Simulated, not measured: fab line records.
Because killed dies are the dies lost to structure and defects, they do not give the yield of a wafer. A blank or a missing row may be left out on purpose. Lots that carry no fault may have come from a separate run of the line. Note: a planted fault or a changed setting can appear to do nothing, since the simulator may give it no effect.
Split-lot trial -- flow n5 finfet -- 39 wafers read across 7 lots, on a route 1938 steps long

SPLIT DETAILS
At N5_MIM_BOT_SPUTTER_00 (material TiN, target thk 35 nm, time 89.7 s), the setting target thk a was moved away from the recipe's 350 angstrom on 15 of the 39 wafers read, by -48.3% to -20.8%. This setting was run at the recipe's value on the other wafers.

Reading taken at the split's own step.

THE READING
TiN_of_MIM_BOT_SPUTTER_00.thk nm (the simulator's own value, which no gauge read), in nm, at N5_MIM_BOT_SPUTTER_00 (material TiN, target thk 35 nm, time 89.7 s). The file does not state a usual value for it. Average 35.1 nm, standard deviation 0.37 nm, over the 24 wafers here run with the recipe.

wafer,"tool, chamber at the split","target thk a as run, angstrom",against the recipe,"TiN_of_MIM_BOT_SPUTTER_00.thk nm, nm",against lot-mates on the recipe
L075.1,"pvd sputter-02, -",267.7,-23.5%,27.2,-8.5
L075.4,"pvd sputter-02, -",267.7,-23.5%,27.2,-8.5
L075.5,"pvd sputter-02, -",267.7,-23.5%,27.2,-8.5
L075.2,"pvd sputter-02, -",350,recipe,35.6,-
L075.3,"pvd sputter-02, -",350,recipe,36,-
L075.6,"pvd sputter-02, -",350,recipe,35.4,-
L077.1,"pvd sputter-03, -",206.9,-40.9%,20.8,-14.3
L077.2,"pvd sputter-03, -",206.9,-40.9%,20.8,-14.3
L077.4,"pvd sputter-03, -",206.9,-40.9%,20.8,-14.3
L077.3,"pvd sputter-03, -",350,recipe,35.2,-
L077.6,"pvd sputter-03, -",350,recipe,35.2,-
L077.5,"pvd sputter-03, -",350,recipe,34.8,-
L089.1,"pvd sputter-01, -",350,recipe,35.2,-
L089.2,"pvd sputter-01, -",350,recipe,35.6,-
L089.3,"pvd sputter-01, -",257.4,-26.5%,26.2,-9.2
L089.4,"pvd sputter-01, -",257.4,-26.5%,26.2,-9.2
L089.5,"pvd sputter-01, -",257.4,-26.5%,26.2,-9.2
L089.6,"pvd sputter-01, -",350,recipe,35.4,-
L090.1,"pvd sputter-03, -",181.1,-48.3%,17.8,-16.7
L090.5,"pvd sputter-03, -",181.1,-48.3%,17.8,-16.7
L090.2,"pvd sputter-03, -",350,recipe,34.6,-
L090.3,"pvd sputter-03, -",350,recipe,34.4,-
L090.6,"pvd sputter-03, -",350,recipe,34.4,-
L090.4,"pvd sputter-03, -",181.1,-48.3%,18,-16.5
L096.1,"pvd sputter-03, -",277.2,-20.8%,27.8,-7.2
L096.4,"pvd sputter-03, -",277.2,-20.8%,27.8,-7.2
L096.6,"pvd sputter-03, -",277.2,-20.8%,27.8,-7.2
L096.2,"pvd sputter-03, -",350,recipe,35,-
L096.3,"pvd sputter-03, -",350,recipe,35,-
L096.5,"pvd sputter-03, -",350,recipe,35,-
L095.1,"pvd sputter-01, -",350,recipe,35.2,-
L095.2,"pvd sputter-01, -",350,recipe,35.2,-
L095.4,"pvd sputter-01, -",350,recipe,35.2,-
L095.3,"pvd sputter-01, -",350,recipe,35,-
L095.5,"pvd sputter-01, -",350,recipe,35,-
L095.6,"pvd sputter-01, -",350,recipe,35,-
L097.3,"pvd sputter-02, -",350,recipe,34.8,-
L097.4,"pvd sputter-02, -",350,recipe,34.8,-
L097.5,"pvd sputter-02, -",350,recipe,34.6,-

THE FIT
A straight line over all 39 wafers: TiN_of_MIM_BOT_SPUTTER_00.thk nm changes by +0.35 nm for each +1% of target thk a; r = +1.00; the points scatter about the line by 0.35 nm.
The same after taking each lot's own level away (the mean of its wafers on the recipe; 39 wafers): +0.347 nm for each +1%; r = +1.00; scatter 0.15 nm.
According to that fit, moving target thk a by its largest amount changes the reading by 17 nm.
Measured against the standard deviation above, the lots' own levels, which go from 34.47 to 35.67 nm, span 3.2 times it.
The two slopes agree, so the slope changes little with the lot-to-lot level.
Check: -16.8 nm against its lot-mates is what the line predicts for one of the wafers moved furthest among these (-48.3%) when that wafer is left out of the fit. It came out at -16.7 nm against them.

OTHER SPLITS ON THESE WAFERS
Other splits were also applied to these wafers ahead of the reading. Each is held against what the fit with the lots' levels taken away leaves over:
other split on the same wafers,wafers away from the commonest value,r with TiN_of_MIM_BOT_SPUTTER_00.thk nm (lot level and that fit taken away)
N5_SD_EPI_P_EPI_21 epi growth time s,15,+0.02
N5_MOL_CONTACT_COAG_ALD_27 ald cycles,9,+0.17
N5_BEOL_M0_SAQP_MANDREL_ETCH_20 target depth a,12,+0.24
N5_BEOL_M1_ALD_84 ald cycles,15,-0.21
N5_BEOL_M3_CVD_47 target thk a,15,-0.49
N5_BEOL_M5_DEP_56 target thk a,15,+0.47
N5_BEOL_M11_CURE_72 time s,12,+0.10

FILE'S OWN FIT
TiN_of_MIM_BOT_SPUTTER_00.thk nm changes by +0.348 nm for each +1% of target thk a, r = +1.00.
